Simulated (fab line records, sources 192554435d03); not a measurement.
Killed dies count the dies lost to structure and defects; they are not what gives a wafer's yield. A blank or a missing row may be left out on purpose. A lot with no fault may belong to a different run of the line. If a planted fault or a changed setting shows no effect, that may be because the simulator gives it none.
A single fault, viewed from 3 desks :: flow n5-finfet :: each desk holds nothing but its own numbers, with what lay behind them at the end

AT THE METROLOGY DESK
Means of the sampled wafers that have a number, per lot and without regard to the tool the lot ran on: this is what the gauges read. The brackets show how far a lot's mean lies from the usual mean; more than 4 standard deviations puts the lot out of limits, marked OUT.
Columns: A = V14_OVL at N5_BEOL_M15_OVL_MEAS_11, usual 1 nm
lot: L550
first seen here: day 12 04:48
A: 0

lot: L549
first seen here: day 12 07:35
A: 2

lot: L553
first seen here: day 12 20:39
A: 4

lot: L551
first seen here: day 13 00:25
A: 0

lot: L554
first seen here: day 13 05:52
A: 0

lot: L556
first seen here: day 13 22:44
A: -1

lot: L557
first seen here: day 14 07:25
A: -2

lot: L559
first seen here: day 14 07:34
A: 5

lot: L558
first seen here: day 14 10:29
A: -5

lot: L567
first seen here: day 17 00:38
A: -2

lot: L568
first seen here: day 17 02:57
A: 1

lot: L570
first seen here: day 17 16:15
A: -4
Result from this desk: across the 12 lots, nothing is out of limits.

DESK OF THE TOOL OWNER: litho-track-01
The tool's own readings at N5_BEOL_M15_COAT_56 (time 60 s, resist thk 550 nm): means of the sampled wafers that have a number, for each lot that ran on this tool. The brackets show how far a lot's mean lies from the usual mean; more than 4 standard deviations puts the lot out of limits, marked OUT.
Columns: A = spin-speed-rpm at N5_BEOL_M15_COAT_56, usual 1499.9 rpm
lot: L550
first seen here: day 12 05:24
A: 1499.9

lot: L554
first seen here: day 13 06:27
A: 1500.3

lot: L556
first seen here: day 13 23:19
A: 1500.9

lot: L557
first seen here: day 14 08:01
A: 1442.7 (-57) OUT

lot: L559
first seen here: day 14 08:23
A: 1443.6 (-56) OUT

lot: L558
first seen here: day 14 11:06
A: 1442.7 (-57) OUT

lot: L570
first seen here: day 17 16:51
A: 1501.0
This desk's verdict: out of limits on L557, L558, L559, starting with L557 at day 14 08:01 (spin-speed-rpm at N5_BEOL_M15_COAT_56). L550, L554, L556, L570 stayed within limits.

THE DEFECT DESK
What the inspections along the route counted, lot by lot: means of the sampled wafers that have a number. The brackets show how far a lot's mean lies from the usual mean; more than 4 standard deviations puts the lot out of limits, marked OUT.
Columns: A = raw-defect-count at N5_BEOL_M15_INSPECT_12, usual 2.0
lot: L550
first seen here: day 12 04:49
A: 2.3

lot: L549
first seen here: day 12 07:37
A: 2.7

lot: L553
first seen here: day 12 20:41
A: 2.3

lot: L551
first seen here: day 13 00:26
A: 1.3

lot: L554
first seen here: day 13 05:53
A: 1.7

lot: L556
first seen here: day 13 22:45
A: 1.3

lot: L557
first seen here: day 14 07:26
A: 1.5

lot: L559
first seen here: day 14 07:49
A: 2.0

lot: L558
first seen here: day 14 10:31
A: 0.7

lot: L567
first seen here: day 17 00:40
A: 1.7

lot: L568
first seen here: day 17 02:58
A: 2.7

lot: L570
first seen here: day 17 16:17
A: 0.7
Result from this desk: across the 12 lots, nothing is out of limits.

PUT TOGETHER
On L557, L558, L559, at day 14 08:01, an alarm was possible from the tool owner's desk.
Metrology desk: nothing out of limits seen.
Nothing the defect desk looked at was out of limits.
The metrology desk has L557, L558, L559 on record, within its limits.
The defect desk has L557, L558, L559 on record, within its limits.
On litho-track-01, each named lot ran N5_BEOL_M15_COAT_56.

WHAT THE SIMULATOR HAD INSERTED
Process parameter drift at N5_BEOL_M15_COAT_56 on litho-track-01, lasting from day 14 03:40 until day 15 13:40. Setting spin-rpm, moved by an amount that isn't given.
Struck lots among those shown: L557, L558, L559.
Hours from the fault's start to each desk's first reading out of limits: the tool owner's desk, 4.
